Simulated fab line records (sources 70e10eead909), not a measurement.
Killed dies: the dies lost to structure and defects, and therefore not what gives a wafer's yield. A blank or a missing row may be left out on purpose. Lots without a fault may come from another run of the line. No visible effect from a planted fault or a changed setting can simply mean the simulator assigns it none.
Problem report, 8D (eight disciplines) form, completed by code :: flow nandHarc :: the parts of the form that need people (team, actions taken, sign-off) are left out

## 1. WHAT WENT WRONG
Wafers without a fault read 1000 nm, standard deviation 9.6; thkNm at NHARC_A_ONON_D1_THK_MEAS_21 reads a mean of 903 nm on 6 wafers belonging to 2 lots. Relative to the usual mean, that is a shift of -10 standard deviations.
The step: measures by ellipsometry.
The first sign was on wafer L942.2 at day 12 22:16, on filmMetro-01. Wafers with a number at this step in the record: 42, from 14 lots. The rule behind "out" and "out of limits": a value lying over 4 standard deviations away from the usual mean. Any other wafer with a number is counted as sound.

## 2. WHAT IT IS, AND WHAT IT ISN'T
question: which readings at this step
is: thkNm
is not: -

question: which lots
is: L942, L944
is not: L925, L926, L927, L928, L929, L930, L933, L935, L936, L937, L938, L941

question: which wafers of those lots
is: all that have a number
is not: -

question: read on which gauges
is: filmMetro-01, filmMetro-02
is not: -

question: when
is: from day 12 22:16
is not: up to then (36 sound wafers)

## 3. SUSPECTS, AND WHAT RULES EACH OUT
Counting: a tool stays on the suspect list if, at a process step up to the reading, it processed all lots that are out and no sound lot following the first of them.
- the gauge at NHARC_A_ONON_D1_THK_MEAS_21: ruled out. Those wafers that are out were read across 2 gauges (filmMetro-01, filmMetro-02).
- pecvdOnon-04 at NHARC_A_ONON_D1_DEP_19 (target thk 1000 nm): kept. It processed each lot that is out, first L942 at day 12 21:48, and no sound lot thereafter; up to then, the last sound lot it processed was L938 at day 12 00:47.
The count leaves pecvdOnon-04 at NHARC_A_ONON_D1_DEP_19.

## 4. THE CAUSE (what the simulator had put in)
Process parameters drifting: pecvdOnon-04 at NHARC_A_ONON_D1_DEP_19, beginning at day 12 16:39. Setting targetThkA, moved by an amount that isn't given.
The count eliminated every tool but this one.

## 5. SEQUENCE OF EFFECTS, ordered by route
Each row: a reading where the mean over the struck wafers with a number is more than 3 standard deviations away from the usual. Only readings whose record carries a usual standard deviation are examined. hours: median over the lots of the time between each lot's start at the first step of this table that gives one and its start at this step. sigmas: the change, counted in usual standard deviations.
hours: 0
step: NHARC_A_ONON_D1_THK_MEAS_21
reading: thkNm
usual: 1000 nm
on struck wafers: 903
change: -97
sigmas: -10

## 6. HOW IT WOULD HAVE BEEN CAUGHT EARLIER
In this record the first reading out of limits at a measuring or inspecting step was taken at day 12 22:16, 6 hours after the fault began at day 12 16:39.
L944, from the lots that are out (2), started NHARC_A_ONON_D1_DEP_19 on pecvdOnon-04 later than day 12 22:16. It would have been spared by a hold on the tool at that moment.
